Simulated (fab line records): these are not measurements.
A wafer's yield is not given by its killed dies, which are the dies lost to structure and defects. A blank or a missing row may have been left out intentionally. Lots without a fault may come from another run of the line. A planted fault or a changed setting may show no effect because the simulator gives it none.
Chamber matching :: flow n5-finfet :: ald-metal-01 running N5_BEOL_M9_ALD_74: 4 sister chambers
The step deposits TaN, target thk 2 nm, pulse time 2 s, purge time 3 s. 8 wafers are shown with their chamber, then 9 later ones without.

## WAFERS, EACH WITH ITS CHAMBER
wafer: L083.1
chamber: 2
heater-power-w (W): 453
susceptor-temp-C (C): 274.79

wafer: L083.5
chamber: 2
heater-power-w (W): 455
susceptor-temp-C (C): 274.81

wafer: L079.3
chamber: 3
heater-power-w (W): 411
susceptor-temp-C (C): 275.32

wafer: L085.3
chamber: 3
heater-power-w (W): 400
susceptor-temp-C (C): 275.00

wafer: L085.6
chamber: 1
heater-power-w (W): 457
susceptor-temp-C (C): 275.34

wafer: L091.1
chamber: 1
heater-power-w (W): 455
susceptor-temp-C (C): 275.27

wafer: L091.3
chamber: 0
heater-power-w (W): 435
susceptor-temp-C (C): 275.18

wafer: L091.6
chamber: 0
heater-power-w (W): 420
susceptor-temp-C (C): 275.02

## WAFERS WHOSE CHAMBER IS MISSING
wafer: L093.1
heater-power-w (W): 433
susceptor-temp-C (C): 274.91

wafer: L093.3
heater-power-w (W): 451
susceptor-temp-C (C): 275.25

wafer: L093.5
heater-power-w (W): 442
susceptor-temp-C (C): 274.92

wafer: L090.1
heater-power-w (W): 458
susceptor-temp-C (C): 275.05

wafer: L090.2
heater-power-w (W): 393
susceptor-temp-C (C): 275.21

wafer: L090.4
heater-power-w (W): 465
susceptor-temp-C (C): 275.13

wafer: L097.1
heater-power-w (W): 450
susceptor-temp-C (C): 274.97

wafer: L097.3
heater-power-w (W): 441
susceptor-temp-C (C): 275.14

wafer: L097.5
heater-power-w (W): 407
susceptor-temp-C (C): 274.80

## WHICH CHAMBER EACH WENT THROUGH
wafer: L093.1
from the rows above: can't be placed: 0 or 2
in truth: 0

wafer: L093.3
from the rows above: 1
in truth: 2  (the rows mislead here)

wafer: L093.5
from the rows above: can't be placed: 2 or 0 or 1
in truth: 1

wafer: L090.1
from the rows above: can't be placed: 1 or 2
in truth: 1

wafer: L090.2
from the rows above: 3
in truth: 3

wafer: L090.4
from the rows above: can't be placed: 1 or 2
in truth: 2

wafer: L097.1
from the rows above: can't be placed: 2 or 1
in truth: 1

wafer: L097.3
from the rows above: can't be placed: 0 or 1 or 2
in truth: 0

wafer: L097.5
from the rows above: can't be placed: 3 or 0
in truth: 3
Correctly placed: 1 of 9. From these rows, 7 cannot be placed; in 7 the true chamber is one of the candidates. Number placed wrongly: 1.
How it was worked out, from the rows above alone: a wafer's distance from a chamber is the root of the sum, over the readings, of the square of ((its reading less the chamber's mean) divided by the reading's scatter). If the next closest chamber is less than 2 further off than the closest, the wafer can't be placed; otherwise it belongs to the closest. The mean given for a chamber averages the wafers shown for that chamber. The scatter: take each reading less its chamber's mean, square it, sum over the shown wafers, divide by the number of wafers less the number of chambers, and take the root.
